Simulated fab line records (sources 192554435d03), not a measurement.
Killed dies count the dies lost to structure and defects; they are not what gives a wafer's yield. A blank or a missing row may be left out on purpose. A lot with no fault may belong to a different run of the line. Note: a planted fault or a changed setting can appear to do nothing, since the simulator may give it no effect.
A lot that was struck, set against a sound lot + flow n5 finfet + 18 steps out of a route of 1938
Sound: these wafers, L221.1, L221.2, L221.3. Struck: wafer L229.1. (L229.2, L229.3 of the same lot were not struck and are left out.) The cause comes at the end.
For every step that has rows: the tool of each side, followed by ch and its chambers, followed by its first start. Under that, the readings that differ: sound wafers + struck wafers + difference of the means + sigmas: that difference in standard deviations of wafers without a fault.
alike: readings with means less than 2 such deviations apart, plus words and numbers identical on both sides. not compared: withheld readings, readings lacking a value on some wafer, bounds such as >300 that could conceal the same value, and numbers that have no deviation in the record and whose values overlap.
The two part at a step that has a row with sigmas, a row that says differs or no value, or rows on one side only. Numbers that have no deviation but don't overlap get no sigmas and don't part them. A reading missing from all wafers of one side parts the sides only when that side holds two or more wafers.

N5_BEOL_M12_ETCH_68: etches SOC in N2/H2, time 285 s.
  sound on rie diel-01 ch 0,1,2, day 13 17:56; struck on rie diel-04 ch 3, day 15 10:38
| reading                | sound     | struck | difference | sigmas |
|------------------------|-----------|--------|------------|--------|
| rf hours counter h (h) | 77 62 133 | 56     | -35        |        |
  alike: drypump motor current A, oes product au, rf vpp V, showerhead plenum p Torr, throttle valve pct
then, 1 step without rows for these wafers: N5_BEOL_M12_STRIP_69 (strips in N2/H2).
N5_BEOL_M12_TRENCH_ETCH_34: etches SiOC in C4F8/O2/Ar, target depth 318.95 nm, time 125.5 s.
  sound on rie diel-01 ch 0,1,2, day 13 18:08; struck on rie diel-04 ch 3, day 15 10:49
| reading                | sound     | struck | difference | sigmas |
|------------------------|-----------|--------|------------|--------|
| rf hours counter h (h) | 78 63 133 | 56     | -35        |        |
  alike: C4F8_flow_sccm, drypump motor current A, oes product au, rf vpp V, showerhead plenum p Torr, throttle valve pct
then, 1 step without rows for these wafers: N5_BEOL_M12_STRIP_70 (strips in C4F8/O2/Ar).
N5_BEOL_M12_OCD_MEAS_35:
  sound on ocd-01, day 13 18:17; struck on ocd-01, day 15 10:58
  alike: trench depth nm
then, 4 steps without rows for these wafers: N5_BEOL_M12_STRIP_37 (strips in N2/H2); N5_BEOL_M12_ETCH_38 (etches SiCN in CF4/N2, target depth 68.7 nm, time 73.4 s); N5_BEOL_M12_PRECLEAN_39 (cleans in residue remover, time 60 s); N5_BEOL_M12_SRD_40 (time 30 s, dry time 30 s).
N5_BEOL_M12_DEGAS_41: time 60 s.
  sound on pvd sputter-02, day 13 21:32; struck on pvd sputter-01, day 15 12:32
  alike: heater power w
then, 1 step without rows for these wafers: N5_BEOL_M12_PRE_CLEAN_42 (time 30 s).
N5_BEOL_M12_SPUTTER_43: material TaN, target thk 15 nm, time 24.19 s.
  sound on pvd sputter-02, day 13 21:37; struck on pvd sputter-01, day 15 12:37
| reading                | sound          | struck | difference | sigmas |
|------------------------|----------------|--------|------------|--------|
| throttle valve pct (%) | 30.2 29.9 29.6 | 31.7   | +1.8       | +3     |
N5_BEOL_M12_SPUTTER_44: material Ta, target thk 10 nm, time 16.13 s.
  sound on pvd sputter-02, day 13 21:42; struck on pvd sputter-01, day 15 12:43
| reading                                     | sound          | struck | difference | sigmas |
|---------------------------------------------|----------------|--------|------------|--------|
| throttle valve pct (%)                      | 30.0 29.9 29.9 | 31.9   | +2.0       | +3     |
| model.Ta_of_BEOL_M12_SPUTTER_44.thk nm (nm) | 10.4 10.4 10.2 | 12.2   | +1.9       |        |
then, 2 steps without rows for these wafers: N5_BEOL_M12_SPUTTER_45 (material Cu, target thk 80 nm, time 13.33 s); N5_BEOL_M12_ECD_47 (material Cu, target thk 720 nm).
N5_BEOL_M12_ANNEAL_48: time 90 s.
  sound on rtp anneal-02 ch 0, day 13 22:02; struck on rtp anneal-02 ch 0, day 15 13:08
  alike: anneal temp c, wafer_temp_C_max
N5_BEOL_M12_CMP_49: polishes, stops on SiOC, t overpolish 20.6 s, target thk 320 nm.
  sound on cmp-03 ch 1,2,3, day 13 22:20; struck on cmp-02 ch 0, day 15 13:28
| reading                      | sound          | struck | difference | sigmas |
|------------------------------|----------------|--------|------------|--------|
| barrier field endpoint s (s) | 30.3 30.8 30.3 | 34.0   | +3.5       | +5     |
  alike: motor current A
N5_BEOL_M12_THK_MEAS_50: measures by xrf.
  sound on film metro-02, day 13 22:38; struck on film metro-01, day 15 13:43
  alike: M12_THK

WHERE THEY PART
At N5_BEOL_M12_SPUTTER_43 first; at N5_BEOL_M12_CMP_49 last (within this record only). Later steps at which nothing parts them and some readings are alike: N5_BEOL_M12_THK_MEAS_50.

WHY: what had been put in by the simulator
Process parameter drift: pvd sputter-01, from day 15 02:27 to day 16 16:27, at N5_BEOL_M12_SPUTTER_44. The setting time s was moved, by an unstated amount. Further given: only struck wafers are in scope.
